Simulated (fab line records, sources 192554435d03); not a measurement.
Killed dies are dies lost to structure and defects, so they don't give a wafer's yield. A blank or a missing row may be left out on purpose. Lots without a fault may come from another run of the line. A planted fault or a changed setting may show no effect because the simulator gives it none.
Split-lot experiment | flow n5_finfet | 7 lots, 21 wafers read, on a route of 1938 steps

THE SPLIT
At N5_SD_EPI_P_EPI_21 (deposits SiGe:B, time 355 s), the setting temp_c was moved away from the recipe's 550 C on 8 of the 21 wafers read, by -0.7% to +0.7%. The other wafers ran this setting at the recipe's value.

FROM THE SPLIT TO THE READING: what the file shows between them, 6 steps
- N5_SD_EPI_P_EPI_MEAS_23
- N5_SD_EPI_P_HM_STRIP_48: strips SiNx in H3PO4, material SiNx, target depth 3 nm
- N5_SD_EPI_P_SRD_49: time 30 s
- N5_SD_EPI_P_PRECLEAN_24: cleans in O3/DIW, time 45 s
- N5_SD_ACTIVATION_RTA_00: time 0 s
- N5_SD_ACTIVATION_LSA_01: time 0.0008 s

THE READING
RS_SD_P, in ohm/sq, at N5_SD_ACTIVATION_RS_MEAS_03 (measures by four-point-probe). Fault-free wafers of this fab line usually give 55.8 ohm/sq, standard deviation 0.85 ohm/sq.

wafer  | tool, chamber at the split | temp_c as run, C | against the recipe | RS_SD_P, ohm/sq | against lot-mates on the recipe
L075.2 | epi_rpcvd-01, 0            | 550              | recipe             | 54.7            | -
L075.3 | epi_rpcvd-01, 0            | 550              | recipe             | 54.6            | -
L075.6 | epi_rpcvd-01, 0            | 550              | recipe             | 54.0            | -
L079.3 | epi_rpcvd-03, 0            | 550              | recipe             | 56.0            | -
L079.4 | epi_rpcvd-03, 0            | 550              | recipe             | 56.3            | -
L079.6 | epi_rpcvd-03, 0            | 550              | recipe             | 55.3            | -
L081.1 | epi_rpcvd-01, 0            | 550              | recipe             | 55.7            | -
L081.2 | epi_rpcvd-01, 0            | 550              | recipe             | 55.5            | -
L081.4 | epi_rpcvd-01, 0            | 550              | recipe             | 54.3            | -
L088.1 | epi_rpcvd-03, 0            | 554              | +0.7%              | 50.9            | no lot-mate on the recipe
L088.2 | epi_rpcvd-03, 0            | 554              | +0.7%              | 50.7            | no lot-mate on the recipe
L088.4 | epi_rpcvd-03, 0            | 554              | +0.7%              | 50.5            | no lot-mate on the recipe
L091.2 | epi_rpcvd-02, 0            | 546.2            | -0.7%              | 61.2            | +5.0
L091.4 | epi_rpcvd-02, 0            | 550              | recipe             | 56.2            | -
L091.6 | epi_rpcvd-02, 0            | 546.2            | -0.7%              | 61.8            | +5.6
L095.1 | epi_rpcvd-02, 0            | 547.9            | -0.4%              | 59.2            | +2.3
L095.3 | epi_rpcvd-02, 0            | 547.9            | -0.4%              | 59.4            | +2.5
L095.4 | epi_rpcvd-02, 0            | 550              | recipe             | 56.9            | -
L096.4 | epi_rpcvd-01, 0            | 552.5            | +0.5%              | 52.4            | -4.0
L096.5 | epi_rpcvd-01, 0            | 550              | recipe             | 56.6            | -
L096.6 | epi_rpcvd-01, 0            | 550              | recipe             | 56.1            | -

THE FIT
A straight line over all 21 wafers: RS_SD_P changes by -7.64 ohm/sq for each +1% of temp_c; r = -0.97; the points scatter about the line by 0.82 ohm/sq.
The same after taking each lot's own level away (the mean of its wafers on the recipe; 18 wafers): -7.63 ohm/sq for each +1%; r = -0.98; scatter 0.43 ohm/sq.
On that fit, the largest move of temp_c shifts the reading by 5.6 ohm/sq.
The lots' own levels span 54.43 to 56.90 ohm/sq, that is 2.9 times the standard deviation above.
So the lot-to-lot level changes the slope little: the two slopes agree.
Check: with one of the wafers moved furthest among these (-0.7%) left out of the fit, the line predicts +5.29 ohm/sq for it against its lot-mates. It came out at +5 ohm/sq against them.

THE WHOLE CHAIN: every reading that the file lists as answering this split, in the file's order
step                        | what it does                                           | reading                                                                           | change (the file's fit)              | r (the file's)
N5_SD_EPI_P_EPI_21          | deposits SiGe:B, time 355 s                            | SiGe-B_of_SD_EPI_P_EPI_21.thk_nm (the simulator's own value, which no gauge read) | +6.69 nm for each +1% of the setting | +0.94
N5_SD_EPI_P_EPI_MEAS_23     |                                                        | thk_nm                                                                            | withheld for each +1% of the setting | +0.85
N5_SD_EPI_P_HM_STRIP_48     | strips SiNx in H3PO4, material SiNx, target depth 3 nm | SiGe-B_of_SD_EPI_P_EPI_21.thk_nm (the simulator's own value, which no gauge read) | +6.64 nm for each +1% of the setting | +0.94
N5_SD_ACTIVATION_RS_MEAS_03 | measures by four-point-probe                           | RS_SD_P                                                                           | -7.71 for each +1% of the setting    | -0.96

THE FILE'S OWN FIT
RS_SD_P changes by -7.71 ohm/sq for each +1% of temp_c, r = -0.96.
